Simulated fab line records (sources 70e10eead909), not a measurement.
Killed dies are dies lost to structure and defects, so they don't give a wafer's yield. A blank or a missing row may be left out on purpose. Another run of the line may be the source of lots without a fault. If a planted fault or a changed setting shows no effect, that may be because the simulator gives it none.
What tool caused it? -- flow nand-harc -- 14 lots with 42 wafers sampled at 5 steps, on a route of 1302 steps

WHAT EACH GAUGE READ, for each wafer
NHARC_THIN_TSV_CD_MEAS_33: target cd 5000 nm. Usual: cd-nm 5001 nm, standard deviation 3.1.
lot,measured,on,cd-nm (nm),flag
L255,day 24 10:13,cd-sem-03,5004 4999 4999,
L257,day 24 11:36,cd-sem-03,5003 5001 5001,
L256,day 24 15:11,cd-sem-01,5000 5002 5004,
L258,day 26 01:44,cd-sem-03,5004 5004 4997,
L261,day 26 09:35,cd-sem-03,4999 4998 4999,
L259,day 27 04:31,cd-sem-01,4998 5001 4996,
L260,day 27 05:29,cd-sem-02,4995 4997 4996,
L263,day 27 06:34,cd-sem-01,5001 4999 4995,
L265,day 28 07:08,cd-sem-03,5003 5001 4999,
L266,day 29 07:34,cd-sem-03,5004 5003 5007,
L268,day 29 12:26,cd-sem-01,4999 4997 4998,
L267,day 29 08:38,cd-sem-02,5000 4999 5000,
L277,day 33 07:06,cd-sem-03,5003 5000 4997,
L278,day 33 10:49,cd-sem-01,5003 4996 4998,

NHARC_END_SORT_01. Usual: killed-at-array 64, standard deviation 20; killed-at-other 0.7, standard deviation 1.1; killed-at-periphery 3.6, standard deviation 2.7; killed-dies 68, standard deviation 20; killed-open 2.8, standard deviation 1.9; killed-short 2.3, standard deviation 1.5.
lot,measured,on,killed-at-array,killed-at-other,killed-at-periphery,killed-dies,killed-open,killed-short,flag
L268,day 30 00:38,prober-01,119 140 122,0 0 1,8 12 7,127 152 130,1 3 4,0 3 1,OFF
L267,day 29 16:46,prober-02,103 157 131,0 0 1,2 2 2,105 159 134,3 0 3,1 1 1,OFF

TOOL THAT RAN EACH LOT (tool first, then ch and the chambers of the sampled wafers, then the start)
lot,NHARC_A_WL_FILL_ETCHBACK_16,NHARC_A_M1_DEGAS_29,NHARC_THIN_TSV_DEGAS_49
L255,"rie-diel-12 ch 0,3, day 21 03:21","pvd-sputter-01, day 23 09:41","pvd-sputter-02, day 24 07:07"
L257,"rie-diel-01 ch 1,2,3, day 21 13:35","pvd-sputter-03, day 23 12:54","pvd-sputter-02, day 24 08:27"
L256,"rie-diel-05 ch 0,2,3, day 21 13:39","pvd-sputter-02, day 23 14:38","pvd-sputter-03, day 24 12:04"
L258,"rie-diel-05 ch 1,2, day 22 19:37","pvd-sputter-01, day 25 01:08","pvd-sputter-02, day 25 22:37"
L261,"rie-diel-05 ch 1,2,3, day 22 22:43","pvd-sputter-02, day 25 05:14","pvd-sputter-03, day 26 06:26"
L259,"rie-diel-12 ch 0,1,3, day 23 09:47","pvd-sputter-01, day 26 02:10","pvd-sputter-03, day 27 01:22"
L260,"rie-diel-01 ch 0,1,3, day 23 16:18","pvd-sputter-03, day 26 04:47","pvd-sputter-02, day 27 02:22"
L263,"rie-diel-05 ch 1,2,3, day 23 16:19","pvd-sputter-01, day 26 05:44","pvd-sputter-02, day 27 03:33"
L265,"rie-diel-05 ch 1,2,3, day 25 06:26","pvd-sputter-01, day 27 07:02","pvd-sputter-01, day 28 04:08"
L266,"rie-diel-01 ch 0,3, day 25 20:13","pvd-sputter-03, day 28 04:37","pvd-sputter-01, day 29 04:16"
L268,"rie-diel-01 ch 0,1, day 26 06:16","pvd-sputter-01, day 28 11:42","pvd-sputter-03, day 29 09:26"
L267,"rie-diel-01 ch 0,1,2, day 26 06:20","pvd-sputter-01, day 28 06:21","pvd-sputter-03, day 29 05:31"
L277,"rie-diel-01 ch 2,3, day 30 05:50","pvd-sputter-02, day 32 07:00","pvd-sputter-02, day 33 04:06"
L278,"rie-diel-01 ch 0,1,3, day 30 12:00","pvd-sputter-03, day 32 10:13","pvd-sputter-03, day 33 07:49"
- NHARC_A_WL_FILL_ETCHBACK_16: etches the open film in C4F8/O2/Ar, target depth 120 nm, time 24 s.
- NHARC_A_M1_DEGAS_29: time 60 s.
- NHARC_THIN_TSV_DEGAS_49: time 120 s.

WHAT THE TOOLS THEMSELVES READ (means of the sampled wafers that have a number; where no wafer has one, the mark that the record gives instead)
NHARC_A_WL_FILL_ETCHBACK_16. Usual: oes-product-au 0.98 a.u., standard deviation 0.032; rf-vpp-V 722 V, standard deviation 4.3.
lot,tool,oes-product-au (a.u.),rf-vpp-V (V),flag
L255,rie-diel-12,0.93,724,
L257,rie-diel-01,0.96,719,
L256,rie-diel-05,0.94,722,
L258,rie-diel-05,1.01,725,
L261,rie-diel-05,0.99,724,
L259,rie-diel-12,1.00,727,
L260,rie-diel-01,0.93,719,
L263,rie-diel-05,1.00,724,
L265,rie-diel-05,0.99,723,
L266,rie-diel-01,0.93,718,
L268,rie-diel-01,1.01,720,
L267,rie-diel-01,1.00,720,
L277,rie-diel-01,1.00,717,
L278,rie-diel-01,1.00,718,

NHARC_A_M1_DEGAS_29. Usual: heater-power-w 344 W, standard deviation 36.
lot,tool,heater-power-w (W),flag
L255,pvd-sputter-01,302,
L257,pvd-sputter-03,365,
L256,pvd-sputter-02,342,
L258,pvd-sputter-01,342,
L261,pvd-sputter-02,360,
L259,pvd-sputter-01,334,
L260,pvd-sputter-03,361,
L263,pvd-sputter-01,314,
L265,pvd-sputter-01,310,
L266,pvd-sputter-03,323,
L268,pvd-sputter-01,314,
L267,pvd-sputter-01,344,
L277,pvd-sputter-02,348,
L278,pvd-sputter-03,346,

NHARC_THIN_TSV_DEGAS_49. Usual: heater-power-w 476 W, standard deviation 51.
lot,tool,heater-power-w (W),flag
L255,pvd-sputter-02,488,
L257,pvd-sputter-02,476,
L256,pvd-sputter-03,492,
L258,pvd-sputter-02,509,
L261,pvd-sputter-03,535,
L259,pvd-sputter-03,542,
L260,pvd-sputter-02,457,
L263,pvd-sputter-02,459,
L265,pvd-sputter-01,445,
L266,pvd-sputter-01,475,
L268,pvd-sputter-03,459,
L267,pvd-sputter-03,507,
L277,pvd-sputter-02,477,
L278,pvd-sputter-03,497,

THE ANSWER, worked out from the rows above alone
Rule: a lot is off if the mean of its wafers that have a number lies more than 3 standard deviations from the usual mean. Also off: a lot with no number at a reading for which 4 or more lots have one. Any other lot the step has rows for is counted as sound. First the gauges in route order, then the tools' own readings, where a lot's mean is used as printed above. At the first step where some lot is off, the reading lying furthest off is the one used; lots without a number count as furthest.
Off at NHARC_END_SORT_01 (killed-dies): L268, L267. Neither off nor sound, because the step has no rows for them: L255, L257, L256, L258, L261, L259, L260, L263, L265, L266, L277, L278.
If a tool, at a process step before that reading, ran all the lots that are off and no sound lot after the first of them, it fits. Gauges at NHARC_END_SORT_01: tried the same way as those tools. Can't be told from this: 3 tools fit, rie-diel-01 at NHARC_A_WL_FILL_ETCHBACK_16, pvd-sputter-01 at NHARC_A_M1_DEGAS_29, pvd-sputter-03 at NHARC_THIN_TSV_DEGAS_49.

WHAT WAS PUT IN BY THE SIMULATOR
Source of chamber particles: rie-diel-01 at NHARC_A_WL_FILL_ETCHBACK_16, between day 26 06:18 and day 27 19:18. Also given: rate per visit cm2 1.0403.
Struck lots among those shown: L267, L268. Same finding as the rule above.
